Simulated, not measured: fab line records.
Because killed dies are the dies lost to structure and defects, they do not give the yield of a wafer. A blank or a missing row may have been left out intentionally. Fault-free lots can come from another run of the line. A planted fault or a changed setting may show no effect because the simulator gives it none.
Matching of chambers    flow nand-harc    4 sister chambers for NHARC_A_CONTACT_ETCH_91 on rie-diel-12
The step etches the open film in CH3F/O2, target depth 40 nm, time 85.7 s. 8 wafers are shown with their chamber, then 12 later ones without.

== WAFERS PAIRED WITH THEIR CHAMBERS ==
wafer   chamber  drypump-motor-current-A (A)  showerhead-plenum-p-Torr (Torr)
L077.4  3        5.9                          2.54
L082.3  1        6.0                          2.42
L086.1  2        5.7                          2.30
L086.4  1        5.9                          2.42
L086.6  0        4.9                          2.36
L089.1  3        5.9                          2.53
L089.2  0        4.9                          2.35
L089.6  2        5.7                          2.29

== WAFERS WHOSE CHAMBER IS MISSING ==
wafer   drypump-motor-current-A (A)  showerhead-plenum-p-Torr (Torr)
L090.3  5.7                          2.29
L090.4  4.9                          2.35
L090.5  5.7                          2.29
L093.1  5.9                          2.53
L093.5  4.9                          2.35
L093.6  5.9                          2.42
L094.1  4.9                          2.35
L094.4  5.9                          2.53
L094.6  5.9                          2.53
L097.1  4.9                          2.35
L097.4  5.9                          2.42
L097.6  5.9                          2.53

== WHICH CHAMBER EACH ONE RAN IN ==
wafer   from the rows above  in truth
L090.3  2                    2
L090.4  0                    0
L090.5  2                    2
L093.1  3                    3
L093.5  0                    0
L093.6  1                    1
L094.1  0                    0
L094.4  3                    3
L094.6  3                    3
L097.1  0                    0
L097.4  1                    1
L097.6  3                    3
12 of 12 placed correctly. Left unplaced by these rows: 0. 0 placed wrongly.
How it was worked out, from the rows above alone: a wafer's distance from a chamber is the root of the sum, over the readings, of the square of ((its reading less the chamber's mean) divided by the reading's scatter). The wafer belongs to the nearest chamber; if the next one is less than 2 further off, it can't be placed. A chamber's mean is the mean of its shown wafers. The scatter is the square root of a quotient: the sum, over the shown wafers, of each reading's squared deviation from its chamber's mean, divided by wafers minus chambers.
